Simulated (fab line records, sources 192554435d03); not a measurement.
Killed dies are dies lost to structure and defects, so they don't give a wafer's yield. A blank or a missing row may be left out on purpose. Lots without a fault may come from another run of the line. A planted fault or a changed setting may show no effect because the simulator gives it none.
Split-lot experiment | flow n5_finfet | 7 lots, 21 wafers read, on a route of 1938 steps

THE SPLIT
At N5_BEOL_M0_SAQP_SPACER2_ALD_26 (deposits SiO2, target thk 15 nm, pulse time 1 s, purge time 2 s), the setting target_thk_a was moved away from the recipe's 150 angstrom on 8 of the 21 wafers read, by -6.6% to +12.7%. The other wafers ran this setting at the recipe's value.

FROM THE SPLIT TO THE READING: what the file shows between them, 2 steps
- N5_BEOL_M0_SAQP_SPACER2_ETCHBACK_27: etches SiO2 in CHF3/O2, target depth 22.5 nm, time 11.25 s
- N5_BEOL_M0_SAQP_MANDREL2_REMOVE_110: chemistry HBr/Cl2/O2, target a-Si, stops on SiCN, bt time 10 s

THE READING
cd_nm, in nm, at N5_BEOL_M0_SAQP_CD_MEAS_29 (target cd 14.4 nm). Fault-free wafers of this fab line usually give 15.00 nm, standard deviation 0.21 nm.

wafer  | tool, chamber at the split | target_thk_a as run, angstrom | against the recipe | cd_nm, nm | against lot-mates on the recipe
L074.1 | ald_sin-03, 1,0            | 140.1                         | -6.6%              | 14.36     | -0.74
L074.4 | ald_sin-03, 3              | 150                           | recipe             | 15.10     | -
L074.5 | ald_sin-03, 1,0            | 140.1                         | -6.6%              | 14.24     | -0.86
L084.1 | ald_sin-03, 2              | 150                           | recipe             | 14.70     | -
L084.2 | ald_sin-03, 3              | 162.6                         | +8.4%              | 16.41     | +1.64
L084.5 | ald_sin-03, 2              | 150                           | recipe             | 14.85     | -
L086.2 | ald_sin-03, 1,2            | 169                           | +12.7%             | 17.13     | +2.36
L086.5 | ald_sin-03, 3              | 150                           | recipe             | 14.77     | -
L086.6 | ald_sin-03, 1,2            | 169                           | +12.7%             | 16.69     | +1.92
L087.3 | ald_sin-04, 3              | 150                           | recipe             | 14.90     | -
L087.5 | ald_sin-04, 2,1            | 158.3                         | +5.5%              | 15.95     | +1.05
L087.6 | ald_sin-04, 2,1            | 158.3                         | +5.5%              | 15.86     | +0.96
L089.2 | ald_sin-03, 2,1,1          | 150                           | recipe             | 15.22     | -
L089.4 | ald_sin-03, 2,1,1          | 150                           | recipe             | 15.35     | -
L089.6 | ald_sin-03, 2,1,1          | 150                           | recipe             | 14.66     | -
L093.1 | ald_sin-01, 3              | 140.8                         | -6.1%              | 14.04     | -0.80
L093.2 | ald_sin-01, 1,0            | 150                           | recipe             | 14.76     | -
L093.4 | ald_sin-01, 1,0            | 150                           | recipe             | 14.93     | -
L094.3 | ald_sin-03, 3,1,2          | 150                           | recipe             | 15.37     | -
L094.4 | ald_sin-03, 3,1,2          | 150                           | recipe             | 14.96     | -
L094.5 | ald_sin-03, 3,1,2          | 150                           | recipe             | 15.00     | -
Where a row lists several chambers, the file gives one row for several wafers and doesn't say which wafer went through which chamber.

THE FIT
A straight line over all 21 wafers: cd_nm changes by +0.147 nm for each +1% of target_thk_a; r = +0.96; the points scatter about the line by 0.23 nm.
The same after taking each lot's own level away (the mean of its wafers on the recipe; 21 wafers): +0.161 nm for each +1%; r = +0.98; scatter 0.19 nm.
On that fit, the largest move of target_thk_a shifts the reading by 2 nm.
The lots' own levels span 14.770 to 15.110 nm, that is 1.6 times the standard deviation above.
So the lot-to-lot level changes the slope little: the two slopes agree.
Check: with one of the wafers moved furthest among these (+12.7%) left out of the fit, the line predicts +2 nm for it against its lot-mates. It came out at +2.36 nm against them.

THE WHOLE CHAIN: every reading that the file lists as answering this split, in the file's order
step                                | what it does                                                            | reading                                                                                     | change (the file's fit)               | r (the file's)
N5_BEOL_M0_SAQP_SPACER2_ALD_26      | deposits SiO2, target thk 15 nm, pulse time 1 s, purge time 2 s         | SiO2_of_BEOL_M0_SAQP_SPACER2_ALD_26.thk_nm (the simulator's own value, which no gauge read) | +0.145 nm for each +1% of the setting | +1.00
N5_BEOL_M0_SAQP_MANDREL2_REMOVE_110 | chemistry HBr/Cl2/O2, target a-Si, stops on SiCN, bt time 10 s          | BEOL_M0_SAQP.cd_nm (the simulator's own value, which no gauge read)                         | +0.147 nm for each +1% of the setting | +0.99
N5_BEOL_M0_SAQP_CD_MEAS_29          | target cd 14.4 nm                                                       | cd_nm                                                                                       | +0.165 nm for each +1% of the setting | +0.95
N5_BEOL_M0_CUTY_ETCH_63             | etches SOC in N2/H2, target depth 82.7 nm, overetch 16.5 nm, time 124 s | SiO2_of_BEOL_M0_SAQP_SPACER2_ALD_26.thk_nm (the simulator's own value, which no gauge read) | +0.165 nm for each +1% of the setting | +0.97
N5_BEOL_M0_ETCH_138                 | etches SiCN in CH3F/O2, target depth 12 nm, time 31.6 s                 | SiO2_of_BEOL_M0_SAQP_SPACER2_ALD_26.thk_nm (the simulator's own value, which no gauge read) | +0.159 nm for each +1% of the setting | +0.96
N5_BEOL_M0_HM_OPEN_105              | chemistry Cl2/BCl3, target TiN, target depth 12 nm                      | SiO2_of_BEOL_M0_SAQP_SPACER2_ALD_26.thk_nm (the simulator's own value, which no gauge read) | +0.155 nm for each +1% of the setting | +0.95

THE FILE'S OWN FIT
cd_nm changes by +0.165 nm for each +1% of target_thk_a, r = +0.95.
